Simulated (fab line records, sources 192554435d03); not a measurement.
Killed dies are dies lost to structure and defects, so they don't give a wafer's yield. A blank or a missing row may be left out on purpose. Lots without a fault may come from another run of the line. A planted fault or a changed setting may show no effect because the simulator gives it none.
Chamber matching | flow n5_finfet | N5_BEOL_M5_ETCH_68 on rie_diel-01: 3 sister chambers
The step etches SOC in N2/H2, target depth 80 nm, overetch 16 nm, time 120 s. 6 wafers are shown with their chamber, then 7 later ones without.

WAFERS WITH THEIR CHAMBER
wafer  | chamber | showerhead_plenum_p_Torr (Torr) | throttle_valve_pct (%)
L076.6 | 3       | 2.58                            | 18.47
L077.4 | 0       | 2.52                            | 18.12
L079.4 | 0       | 2.52                            | 18.13
L079.6 | 2       | 2.64                            | 17.98
L086.2 | 3       | 2.58                            | 18.49
L086.4 | 2       | 2.63                            | 18.03

WAFERS WITHOUT THEIR CHAMBER
wafer  | showerhead_plenum_p_Torr (Torr) | throttle_valve_pct (%)
L086.6 | 2.58                            | 18.51
L092.2 | 2.57                            | 18.52
L092.4 | 2.63                            | 18.04
L092.6 | 2.63                            | 18.04
L097.2 | 2.56                            | 18.53
L097.4 | 2.62                            | 18.06
L097.5 | 2.51                            | 17.74

WHICH CHAMBER EACH WENT THROUGH
wafer  | from the rows above | in truth
L086.6 | 3                   | 3
L092.2 | 3                   | 3
L092.4 | 2                   | 2
L092.6 | 2                   | 2
L097.2 | 3                   | 3
L097.4 | 2                   | 2
L097.5 | 0                   | 0
Placed correctly: 7 of 7. Can't be placed from these rows: 0. Placed wrongly: 0.
How it was worked out, from the rows above alone: a wafer's distance from a chamber is the root of the sum, over the readings, of the square of ((its reading less the chamber's mean) divided by the reading's scatter). The wafer belongs to the nearest chamber; if the next one is less than 2 further off, it can't be placed. A chamber's mean is the mean of its shown wafers. The scatter: the root of (the sum of the squares of (reading less its chamber's mean) over the shown wafers, divided by (wafers less chambers)).
